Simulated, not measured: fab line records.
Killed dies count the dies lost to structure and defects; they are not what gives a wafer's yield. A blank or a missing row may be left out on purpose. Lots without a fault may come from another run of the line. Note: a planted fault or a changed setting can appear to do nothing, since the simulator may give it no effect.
Split-lot study || flow n5 finfet || on a route of 1938 steps: 7 lots, 39 wafers read

SPLIT DETAILS
At N5_PASSIVATION_DEVELOP_43 (develop time 60 s), the setting develop time s was moved away from the recipe's 60 s on 15 of the 39 wafers read, by -49.5% to +36.5%. All remaining wafers had this setting at the recipe value.

BETWEEN THE SPLIT AND THE READING: the file shows 1 step in between
- N5_PASSIVATION_HARDBAKE_45: time 120 s

THE READING
cd nm at N5_PASSIVATION_CD_MEAS_44, given in nm (cd target 40000 nm). A value of 39999 nm with a standard deviation of 4.1 nm is what fault-free wafers of this fab line usually give.

{"wafer": "L074.1", "tool, chamber at the split": "litho track-01, 0", "develop time s as run, s": 60, "against the recipe": "recipe", "cd nm, nm": 40001, "against lot-mates on the recipe": "-"}
{"wafer": "L074.2", "tool, chamber at the split": "litho track-01, 0", "develop time s as run, s": 60, "against the recipe": "recipe", "cd nm, nm": 39998, "against lot-mates on the recipe": "-"}
{"wafer": "L074.3", "tool, chamber at the split": "litho track-01, 0", "develop time s as run, s": 30.31, "against the recipe": "-49.5%", "cd nm, nm": 39969, "against lot-mates on the recipe": -31}
{"wafer": "L074.4", "tool, chamber at the split": "litho track-01, 0", "develop time s as run, s": 30.31, "against the recipe": "-49.5%", "cd nm, nm": 39969, "against lot-mates on the recipe": -31}
{"wafer": "L074.5", "tool, chamber at the split": "litho track-01, 0", "develop time s as run, s": 30.31, "against the recipe": "-49.5%", "cd nm, nm": 39973, "against lot-mates on the recipe": -27}
{"wafer": "L074.6", "tool, chamber at the split": "litho track-01, 0", "develop time s as run, s": 60, "against the recipe": "recipe", "cd nm, nm": 40000, "against lot-mates on the recipe": "-"}
{"wafer": "L075.2", "tool, chamber at the split": "litho track-01, 0", "develop time s as run, s": 60, "against the recipe": "recipe", "cd nm, nm": 40000, "against lot-mates on the recipe": "-"}
{"wafer": "L075.5", "tool, chamber at the split": "litho track-01, 0", "develop time s as run, s": 60, "against the recipe": "recipe", "cd nm, nm": 40003, "against lot-mates on the recipe": "-"}
{"wafer": "L075.6", "tool, chamber at the split": "litho track-01, 0", "develop time s as run, s": 60, "against the recipe": "recipe", "cd nm, nm": 40002, "against lot-mates on the recipe": "-"}
{"wafer": "L079.1", "tool, chamber at the split": "litho track-01, 0", "develop time s as run, s": 60, "against the recipe": "recipe", "cd nm, nm": 39995, "against lot-mates on the recipe": "-"}
{"wafer": "L079.2", "tool, chamber at the split": "litho track-01, 0", "develop time s as run, s": 60, "against the recipe": "recipe", "cd nm, nm": 40002, "against lot-mates on the recipe": "-"}
{"wafer": "L079.3", "tool, chamber at the split": "litho track-01, 0", "develop time s as run, s": 60, "against the recipe": "recipe", "cd nm, nm": 39999, "against lot-mates on the recipe": "-"}
{"wafer": "L079.4", "tool, chamber at the split": "litho track-01, 0", "develop time s as run, s": 60, "against the recipe": "recipe", "cd nm, nm": 40001, "against lot-mates on the recipe": "-"}
{"wafer": "L079.5", "tool, chamber at the split": "litho track-01, 0", "develop time s as run, s": 60, "against the recipe": "recipe", "cd nm, nm": 39998, "against lot-mates on the recipe": "-"}
{"wafer": "L079.6", "tool, chamber at the split": "litho track-01, 0", "develop time s as run, s": 60, "against the recipe": "recipe", "cd nm, nm": 40002, "against lot-mates on the recipe": "-"}
{"wafer": "L082.1", "tool, chamber at the split": "litho track-01, 0", "develop time s as run, s": 71.33, "against the recipe": "+18.9%", "cd nm, nm": 40005, "against lot-mates on the recipe": "+2"}
{"wafer": "L082.2", "tool, chamber at the split": "litho track-01, 0", "develop time s as run, s": 60, "against the recipe": "recipe", "cd nm, nm": 40001, "against lot-mates on the recipe": "-"}
{"wafer": "L082.3", "tool, chamber at the split": "litho track-01, 0", "develop time s as run, s": 71.33, "against the recipe": "+18.9%", "cd nm, nm": 40007, "against lot-mates on the recipe": "+4"}
{"wafer": "L082.4", "tool, chamber at the split": "litho track-01, 0", "develop time s as run, s": 60, "against the recipe": "recipe", "cd nm, nm": 40005, "against lot-mates on the recipe": "-"}
{"wafer": "L082.5", "tool, chamber at the split": "litho track-01, 0", "develop time s as run, s": 60, "against the recipe": "recipe", "cd nm, nm": 40002, "against lot-mates on the recipe": "-"}
{"wafer": "L082.6", "tool, chamber at the split": "litho track-01, 0", "develop time s as run, s": 71.33, "against the recipe": "+18.9%", "cd nm, nm": 40011, "against lot-mates on the recipe": "+8"}
{"wafer": "L087.1", "tool, chamber at the split": "litho track-02, 0", "develop time s as run, s": 78.52, "against the recipe": "+30.9%", "cd nm, nm": 40010, "against lot-mates on the recipe": "+9"}
{"wafer": "L087.2", "tool, chamber at the split": "litho track-02, 0", "develop time s as run, s": 60, "against the recipe": "recipe", "cd nm, nm": 39998, "against lot-mates on the recipe": "-"}
{"wafer": "L087.3", "tool, chamber at the split": "litho track-02, 0", "develop time s as run, s": 78.52, "against the recipe": "+30.9%", "cd nm, nm": 40019, "against lot-mates on the recipe": "+18"}
{"wafer": "L087.4", "tool, chamber at the split": "litho track-02, 0", "develop time s as run, s": 78.52, "against the recipe": "+30.9%", "cd nm, nm": 40010, "against lot-mates on the recipe": "+9"}
{"wafer": "L087.5", "tool, chamber at the split": "litho track-02, 0", "develop time s as run, s": 60, "against the recipe": "recipe", "cd nm, nm": 40003, "against lot-mates on the recipe": "-"}
{"wafer": "L087.6", "tool, chamber at the split": "litho track-02, 0", "develop time s as run, s": 60, "against the recipe": "recipe", "cd nm, nm": 40003, "against lot-mates on the recipe": "-"}
{"wafer": "L095.1", "tool, chamber at the split": "litho track-04, 0", "develop time s as run, s": 60, "against the recipe": "recipe", "cd nm, nm": 39998, "against lot-mates on the recipe": "-"}
{"wafer": "L095.2", "tool, chamber at the split": "litho track-04, 0", "develop time s as run, s": 60, "against the recipe": "recipe", "cd nm, nm": 40000, "against lot-mates on the recipe": "-"}
{"wafer": "L095.3", "tool, chamber at the split": "litho track-04, 0", "develop time s as run, s": 60, "against the recipe": "recipe", "cd nm, nm": 39991, "against lot-mates on the recipe": "-"}
{"wafer": "L095.4", "tool, chamber at the split": "litho track-04, 0", "develop time s as run, s": 81.03, "against the recipe": "+35.1%", "cd nm, nm": 40006, "against lot-mates on the recipe": "+10"}
{"wafer": "L095.5", "tool, chamber at the split": "litho track-04, 0", "develop time s as run, s": 81.03, "against the recipe": "+35.1%", "cd nm, nm": 40007, "against lot-mates on the recipe": "+11"}
{"wafer": "L095.6", "tool, chamber at the split": "litho track-04, 0", "develop time s as run, s": 81.03, "against the recipe": "+35.1%", "cd nm, nm": 40006, "against lot-mates on the recipe": "+10"}
{"wafer": "L097.1", "tool, chamber at the split": "litho track-04, 0", "develop time s as run, s": 81.91, "against the recipe": "+36.5%", "cd nm, nm": 40012, "against lot-mates on the recipe": "+16"}
{"wafer": "L097.2", "tool, chamber at the split": "litho track-04, 0", "develop time s as run, s": 60, "against the recipe": "recipe", "cd nm, nm": 39993, "against lot-mates on the recipe": "-"}
{"wafer": "L097.3", "tool, chamber at the split": "litho track-04, 0", "develop time s as run, s": 60, "against the recipe": "recipe", "cd nm, nm": 40000, "against lot-mates on the recipe": "-"}
{"wafer": "L097.4", "tool, chamber at the split": "litho track-04, 0", "develop time s as run, s": 81.91, "against the recipe": "+36.5%", "cd nm, nm": 40011, "against lot-mates on the recipe": "+15"}
{"wafer": "L097.5", "tool, chamber at the split": "litho track-04, 0", "develop time s as run, s": 81.91, "against the recipe": "+36.5%", "cd nm, nm": 40006, "against lot-mates on the recipe": "+10"}
{"wafer": "L097.6", "tool, chamber at the split": "litho track-04, 0", "develop time s as run, s": 60, "against the recipe": "recipe", "cd nm, nm": 39994, "against lot-mates on the recipe": "-"}

THE FIT
A straight line over all 39 wafers: cd nm changes by +0.434 nm for each +1% of develop time s; r = +0.90; the points scatter about the line by 4.5 nm.
The same after taking each lot's own level away (the mean of its wafers on the recipe; 39 wafers): +0.457 nm for each +1%; r = +0.94; scatter 3.6 nm.
On that fit, the largest move of develop time s shifts the reading by 23 nm.
Across the lots, their own levels run from 39995.7 to 40002.7 nm, a range of 1.7 times the standard deviation given above.
Hence the lot-to-lot level has little effect on the slope; both slopes agree.
Check: for one of the wafers moved furthest among these (-49.5%), held out of the fit, the line's prediction against its lot-mates is -22.7 nm. Against them it came out at -30.7 nm.

THESE WAFERS: OTHER SPLITS
Before the reading, these wafers also passed through other splits. Each is held against what the fit with the lots' levels taken away leaves over:
{"other split on the same wafers": "N5_BEOL_M11_TRENCH_ETCH_37 time s", "wafers away from the commonest value": 15, "r with cd nm (lot level and that fit taken away)": "+0.08"}
{"other split on the same wafers": "N5_BEOL_M13_SPUTTER_43 time s", "wafers away from the commonest value": 15, "r with cd nm (lot level and that fit taken away)": "+0.12"}
{"other split on the same wafers": "N5_BEOL_M14_SPUTTER_43 time s", "wafers away from the commonest value": 12, "r with cd nm (lot level and that fit taken away)": "+0.07"}

THE FILE'S OWN FIT
cd nm changes by +0.44 nm for each +1% of develop time s, r = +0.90.
